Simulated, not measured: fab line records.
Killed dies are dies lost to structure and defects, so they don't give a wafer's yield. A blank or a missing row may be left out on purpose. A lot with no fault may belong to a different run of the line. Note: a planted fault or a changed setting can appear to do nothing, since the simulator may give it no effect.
A lot that was struck, set against a sound lot / flow n5 finfet / 36 out of 1938 route steps
Sound: these wafers, L540.2, L540.5, L540.6. Struck: wafer L528.3 (L528.2, L528.4, from the same lot, were not struck and are left out); the cause is given at the end.
Each step with rows lists, per side, the tool, then ch with its chambers, then its first start. Under that, the readings that differ: sound wafers / struck wafers / difference of the means / sigmas: that difference in standard deviations of wafers without a fault.
alike: a reading whose means differ by less than 2 such deviations, as well as words and numbers matching on both sides. not compared: withheld readings; readings where some wafer has no value; bounds like >300 that might hide an equal value; numbers whose values overlap and for which the record gives no deviation.
The two part at a step that has a row with sigmas, a row that says differs or no value, or rows on one side only. When numbers do not overlap yet have no deviation, they are printed without sigmas and do not part them. A reading missing from all wafers of one side parts the sides only when that side holds two or more wafers.

first, 9 steps without rows for these wafers: N5_BEOL_M6_ALD_77 (deposits TaN, target thk 2 nm, pulse time 2 s, purge time 3 s); N5_BEOL_M6_SURFACE_TREAT_79; N5_BEOL_M6_CVD_78 (deposits Co from CCTBA/H2, target thk 2 nm, time 142.3 s); N5_BEOL_M6_SPUTTER_48 (material Cu, target thk 10 nm, time 1.667 s); N5_BEOL_M6_ECD_50 (material Cu, target thk 300 nm); N5_BEOL_M6_ANNEAL_51 (time 90 s); N5_BEOL_M6_CMP_52 (polishes, stops on SiCOH lowk, t overpolish 6.9 s, target thk 80 nm); N5_BEOL_M6_PRE_CLEAN_55 (time 15 s); N5_BEOL_M6_DEP_56 (deposits SiCN from 3MS/NH3, target thk 10 nm, time 17.5 s).
N5_BEOL_M7_ILD_DEP_00: deposits SiCOH lowk from DEMS/porogen, target thk 179.75 nm, time 33.4 s.
  sound on pecvd-01 ch 0,2, day 13 21:15; struck on pecvd-02 ch 1, day 11 05:24
reading=showerhead vpp V (V); sound=1434 1403 1409; struck=1305; difference=-110; sigmas=-2
reading=model.SiCOH_lowk_of_BEOL_M7_ILD_DEP_00.thk nm (nm); sound=177.4 179.2 178.2; struck=185.8; difference=+7.5; sigmas=
  alike: heater power w, showerhead plenum p Torr, susceptor temp C, throttle valve pct
then, 1 step without rows for these wafers: N5_BEOL_M7_CURE_74 (cures SiCOH lowk, time 240 s).
N5_BEOL_M7_THK_MEAS_01:
  struck on film metro-02, day 11 05:58; sound on film metro-01, day 13 21:49
reading=M7_ILD_THK (nm); sound=153.1 154.6 153.8; struck=160.3; difference=+6.5; sigmas=+3
then, 23 steps without rows for these wafers: N5_BEOL_M7_PECVD_70 (deposits SiO2 from TEOS/O2, target thk 20 nm, time 22.7 s); N5_BEOL_M7_HM_DEP_02 (deposits TiN, target thk 20 nm); N5_BEOL_M7_COAT_59 (time 60 s, resist thk 100 nm); N5_BEOL_M7_COAT_60 (time 60 s, resist thk 35 nm); N5_BEOL_M7_COAT_05 (resist thk 90 nm); N5_BEOL_M7_EBR_07; N5_BEOL_M7_SOFTBAKE_06 (time 60 s); N5_BEOL_M7_EXPOSE_08 (exposes mask M7); N5_BEOL_M7_PEB_09 (peb time 60 s); N5_BEOL_M7_DEVELOP_10 (develop time 30 s); N5_BEOL_M7_DESCUM_16 (chemistry O2, time 7.9 s); N5_BEOL_M7_ETCH_61 (etches SiARC in CF4, target depth 45.5 nm, time 75.8 s); N5_BEOL_M7_ETCH_62 (etches SOC in N2/H2, target depth 110 nm, overetch 22 nm, time 165 s); N5_BEOL_M7_STRIP_68 (strips in N2/H2); N5_BEOL_M7_STRIP_67 (strips in CF4); N5_BEOL_M7_HM_OPEN_17 (chemistry Cl2/BCl3, target TiN, target depth 20 nm, overetch 6 nm); N5_BEOL_M7_STRIP_19 (strips in O2); N5_BEOL_M7_COAT_63 (time 60 s, resist thk 60 nm); N5_BEOL_M7_COAT_64 (time 60 s, resist thk 12 nm); N5_BEOL_M7_COAT_71 (time 60 s, resist thk 5 nm); N5_BEOL_M7_COAT_22 (resist thk 30 nm); N5_BEOL_M7_EBR_24; N5_BEOL_M7_SOFTBAKE_23 (time 60 s).
N5_BEOL_M7_CMP_52: polishes, stops on SiCOH lowk, t overpolish 6.9 s, target thk 80 nm.
  sound on cmp-03 ch 1,2,3, day 14 07:32; struck on cmp-04 ch 3, day 11 14:10
reading=model.SiCOH_lowk_of_BEOL_M7_ILD_DEP_00.thk nm (nm); sound=150 151.6 150.8; struck=157.2; difference=+6.4; sigmas=
  alike: barrier field endpoint s, motor current A, overpolish run s, time to endpoint s

== WHERE THEY PART ==
Earliest at N5_BEOL_M7_ILD_DEP_00; latest, in this record, at N5_BEOL_M7_THK_MEAS_01. Later steps at which nothing parts them and some readings are alike: N5_BEOL_M7_CMP_52.

WHY: the cause the simulator had injected
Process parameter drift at N5_BEOL_M7_ILD_DEP_00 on pecvd-02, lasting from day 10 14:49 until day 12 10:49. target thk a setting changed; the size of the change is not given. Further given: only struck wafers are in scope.
